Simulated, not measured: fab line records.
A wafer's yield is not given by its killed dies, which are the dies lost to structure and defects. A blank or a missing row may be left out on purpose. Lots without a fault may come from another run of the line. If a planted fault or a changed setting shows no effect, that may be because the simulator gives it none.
Struck lot and sound lot, side by side :: flow nand_harc :: 42 out of 1159 route steps
Sound: wafers L631.2, L631.3, L631.5. Struck: wafer L639.5. (L639.1, L639.6 of the same lot were not struck and are left out.) The cause comes at the end.
For every step that has rows: the tool of each side, followed by ch and its chambers, followed by its first start. Under that, the readings that differ: sound wafers :: struck wafers :: difference of the means :: sigmas: that difference in standard deviations of wafers without a fault.
alike: a reading whose means differ by less than 2 such deviations, as well as words and numbers matching on both sides. not compared: withheld readings; readings where some wafer has no value; bounds like >300 that might hide an equal value; numbers whose values overlap and for which the record gives no deviation.
Wherever a step has rows on one side only, a row that says differs or no value, or a row with sigmas, the two part there. Numbers that don't overlap but have no deviation are shown without sigmas and don't part them. Lack of a reading on every wafer of one side parts them only where that side has two or more wafers.

first, 4 steps without rows for these wafers: NHARC_HYBRID_BOND_PRECLEAN_01 (cleans in DIW, time 300 s); NHARC_HYBRID_BOND_SRD_02 (time 30 s, dry time 20 s); NHARC_HYBRID_BOND_BOND_03; NHARC_HYBRID_BOND_ANNEAL_04 (time 7200 s).
NHARC_HYBRID_BOND_OVL_MEAS_05:
  sound on overlay-02 at day 19 04:33; struck on overlay-02 at day 20 22:38
  alike: overlay_x_nm, overlay_y_nm
NHARC_HYBRID_BOND_INSPECT_06: inspects for defects (ir void).
  sound on defect_inspect-02 at day 19 04:36; struck on defect_inspect-01 at day 20 22:41
  alike: raw_defect_count
then, 1 step without rows for these wafers: NHARC_THIN_TSV_GRIND_00.
NHARC_THIN_TSV_CMP_01: polishes.
  sound on cmp-02 ch 0,2,3, day 19 06:01; struck on cmp-01 ch 1, day 21 01:17
  alike: motor_current_A, retaining_ring_pressure_frac
NHARC_THIN_TSV_THK_MEAS_02: measures by ir.
  sound on film_metro-02 at day 19 06:15; struck on film_metro-02 at day 21 01:34
reading: thk_nm (nm)
sound: 2795 2801 3009
struck: 3451
difference: +583
sigmas: +3
then, 3 steps without rows for these wafers: NHARC_THIN_TSV_SRD_03; NHARC_THIN_TSV_PRECLEAN_41 (cleans in SC1); NHARC_THIN_TSV_SRD_42.
NHARC_THIN_TSV_DEP_43: deposits SiO2, target thk 1328.5 nm.
  sound on pecvd-04 ch 0,1,2, day 19 06:55; struck on pecvd-04 ch 1, day 21 01:52
  alike: showerhead_vpp_V, throttle_valve_pct
then, 8 steps without rows for these wafers: NHARC_THIN_TSV_DEHYDRATE_04 (time 120 s); NHARC_THIN_TSV_HMDS_05 (time 30 s); NHARC_THIN_TSV_COAT_06; NHARC_THIN_TSV_SOFTBAKE_07 (time 95 s); NHARC_THIN_TSV_EBR_08; NHARC_THIN_TSV_EXPOSE_09 (exposes mask TSV); NHARC_THIN_TSV_PEB_10 (peb time 85 s); NHARC_THIN_TSV_DEVELOP_11 (time 70 s).
NHARC_THIN_TSV_CD_MEAS_12: the cd target is 1000 nm.
  sound on cd_sem-01 ch 0, day 19 07:35; struck on cd_sem-02 ch 0, day 21 02:30
  alike: cd_nm
then, 1 step without rows for these wafers: NHARC_THIN_TSV_HARDBAKE_13 (time 80 s).
NHARC_THIN_TSV_DESCUM_14: chemistry O2, time 3 s.
  sound on rie_diel-11 ch 0,2,3, day 19 07:46; struck on rie_diel-04 ch 3, day 21 02:41
reading: rf_vpp_V (V)
sound: 56.9 58.7 58.3
struck: 56.2
difference: -1.8
sigmas: -2
  alike: drypump_motor_current_A, mfc_ar_sccm, o2_flow_sccm, oes_product_au, showerhead_plenum_p_Torr, throttle_valve_pct
  not compared: rf_hours_counter_h
then, 2 steps without rows for these wafers: NHARC_THIN_TSV_ETCH_44 (etches the open film in CF4/O2, target depth 1594.2 nm, time 797.1 s); NHARC_THIN_TSV_ETCH_15 (target depth 3000 nm, bosch target overetch cycles 2, bosch etch step 2.8 s).
NHARC_THIN_TSV_CD_MEAS_16:
  sound on cd_sem-03 at day 19 08:32; struck on cd_sem-02 at day 21 03:28
  alike: cd_nm
then, 2 steps without rows for these wafers: NHARC_THIN_TSV_STRIP_45 (strips in O2); NHARC_THIN_TSV_STRIP_46 (strips in post etch residue remover, time 1200 s).
NHARC_THIN_TSV_DEP_47: deposits SiO2, target thk 200 nm.
  sound on pecvd-02 ch 0,1,2, day 19 09:25; struck on pecvd-04 ch 2, day 21 04:27
  alike: showerhead_vpp_V, throttle_valve_pct
then, 3 steps without rows for these wafers: NHARC_THIN_TSV_ETCHBACK_48 (etches the open film in C4F8/Ar, target depth 1028.5 nm, time 405.17 s); NHARC_THIN_TSV_STRIP_62 (strips in N2/H2, time 20 s); NHARC_THIN_TSV_DEGAS_49 (time 120 s).
NHARC_THIN_TSV_PRE_CLEAN_50: time 30 s.
  sound on pvd_sputter-03; struck on pvd_sputter-03
  alike: heater_power_w
then, 6 steps without rows for these wafers: NHARC_THIN_TSV_PVD_19 (deposits TaN, target thk 20 nm); NHARC_THIN_TSV_PVD_51 (deposits Cu, target thk 100 nm); NHARC_THIN_TSV_ECD_20 (material Cu, target thk 2000 nm); NHARC_THIN_TSV_ANNEAL_52 (time 90 s); NHARC_THIN_TSV_CMP_21 (polishes, t overpolish 30 s, target thk 2000 nm); NHARC_THIN_TSV_SRD_23.
NHARC_THIN_TSV_DEGAS_53: time 60 s.
  sound on pvd_sputter-01 at day 19 12:26; struck on pvd_sputter-02 at day 21 07:18
  alike: heater_power_w
NHARC_END_SORT_01:
  only the struck wafers appear in the record here, on prober-02 ch 0 at day 21 20:59; the sound ones have no rows

## WHERE THEY PART
Last at NHARC_END_SORT_01 as far as this record goes, first at NHARC_THIN_TSV_THK_MEAS_02.

WHY: what had been put in by the simulator
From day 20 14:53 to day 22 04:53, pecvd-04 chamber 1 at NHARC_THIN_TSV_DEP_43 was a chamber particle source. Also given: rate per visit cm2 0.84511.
